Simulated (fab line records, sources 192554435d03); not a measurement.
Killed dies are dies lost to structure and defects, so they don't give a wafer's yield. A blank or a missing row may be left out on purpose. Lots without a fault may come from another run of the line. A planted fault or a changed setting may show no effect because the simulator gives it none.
Split-lot experiment | flow n5_finfet | 7 lots, 21 wafers read, on a route of 1938 steps

THE SPLIT
At N5_BEOL_M3_ETCH_64 (etches SOC in N2/H2, target depth 75 nm, overetch 15 nm, time 112.5 s), the setting bias_w was moved away from the recipe's 150 W on 9 of the 21 wafers read, by -7.5% to +16.7%. The other wafers ran this setting at the recipe's value.

The reading is taken at the split's own step.

THE READING
rf_vpp_V, in V, at N5_BEOL_M3_ETCH_64 (etches SOC in N2/H2, target depth 75 nm, overetch 15 nm, time 112.5 s). Fault-free wafers of this fab line usually give 522.6 V, standard deviation 2.4 V.

wafer  | tool, chamber at the split | bias_w as run, W | against the recipe | rf_vpp_V, V | against lot-mates on the recipe
L075.2 | rie_diel-02, 2             | 157.4            | +4.9%              | 538.4       | +11.9
L075.4 | rie_diel-02, 0             | 150              | recipe             | 526.5       | -
L075.6 | rie_diel-02, 2             | 157.4            | +4.9%              | 539.1       | +12.6
L078.2 | rie_diel-06, 3             | 150              | recipe             | 520.8       | -
L078.4 | rie_diel-06, 0             | 142.6            | -4.9%              | 505.7       | -15.1
L078.6 | rie_diel-06, 3             | 142.6            | -4.9%              | 505.0       | -15.8
L080.3 | rie_diel-02, 3             | 150              | recipe             | 522.2       | -
L080.4 | rie_diel-02, 2             | 150              | recipe             | 524.5       | -
L080.6 | rie_diel-02, 0             | 150              | recipe             | 526.6       | -
L076.3 | rie_diel-06, 1             | 150              | recipe             | 519.6       | -
L076.4 | rie_diel-06, 3             | 150              | recipe             | 522.1       | -
L076.6 | rie_diel-06, 1             | 138.7            | -7.5%              | 494.9       | -26.0
L090.2 | rie_diel-06, 3             | 175              | +16.7%             | 574.2       | +47.8
L090.3 | rie_diel-06, 0             | 175              | +16.7%             | 575.4       | +49.0
L090.6 | rie_diel-06, 2             | 150              | recipe             | 526.4       | -
L088.2 | rie_diel-06, 0             | 150              | recipe             | 521.7       | -
L088.5 | rie_diel-06, 3             | 150              | recipe             | 520.6       | -
L088.6 | rie_diel-06, 0             | 150              | recipe             | 522.4       | -
L091.2 | rie_diel-06, 3             | 167.9            | +11.9%             | 559.0       | +38.7
L091.3 | rie_diel-06, 2             | 167.9            | +11.9%             | 565.0       | +44.7
L091.5 | rie_diel-06, 1             | 150              | recipe             | 520.3       | -

THE FIT
A straight line over all 21 wafers: rf_vpp_V changes by +3.25 V for each +1% of bias_w; r = +0.99; the points scatter about the line by 2.4 V.
The same after taking each lot's own level away (the mean of its wafers on the recipe; 21 wafers): +3.11 V for each +1%; r = +0.99; scatter 2.5 V.
On that fit, the largest move of bias_w shifts the reading by 52 V.
The lots' own levels span 520.30 to 526.50 V, that is 2.6 times the standard deviation above.
So the lot-to-lot level changes the slope little: the two slopes agree.
Check: with one of the wafers moved furthest among these (+16.7%) left out of the fit, the line predicts +53 V for it against its lot-mates. It came out at +47.8 V against them.
Tool readings at the split's step, against how far the setting was moved: rf_vpp_V r = +0.99.

OTHER SPLITS ON THESE WAFERS
These wafers also went through other splits before the reading. Each is held against what the fit with the lots' levels taken away leaves over:
other split on the same wafers            | wafers away from the commonest value | r with rf_vpp_V (lot level and that fit taken away)
N5_BEOL_M0_SAQP_DEVELOP_13 develop_time_s | 8                                    | -0.01
N5_BEOL_M0_TRENCH_ETCH_107 target_depth_a | 9                                    | +0.35
N5_BEOL_M0_ETCH_109 bias_w                | 4                                    | +0.09
N5_BEOL_M1_HM_DEP_02 target_thk_a         | 7                                    | +0.39
N5_BEOL_M2_TRENCH_ETCH_37 bias_w          | 5                                    | -0.01

THE WHOLE CHAIN: every reading that the file lists as answering this split, in the file's order
step               | what it does                                                          | reading                                                                          | change (the file's fit)                | r (the file's)
N5_BEOL_M3_ETCH_64 | etches SOC in N2/H2, target depth 75 nm, overetch 15 nm, time 112.5 s | rf_vpp_V                                                                         | +3.11 V for each +1% of the setting    | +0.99
N5_BEOL_M3_ETCH_64 | etches SOC in N2/H2, target depth 75 nm, overetch 15 nm, time 112.5 s | SiARC_of_BEOL_M3_COAT_62.thk_nm (the simulator's own value, which no gauge read) | -0.0623 nm for each +1% of the setting | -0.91

THE FILE'S OWN FIT
rf_vpp_V changes by +3.11 V for each +1% of bias_w, r = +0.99.
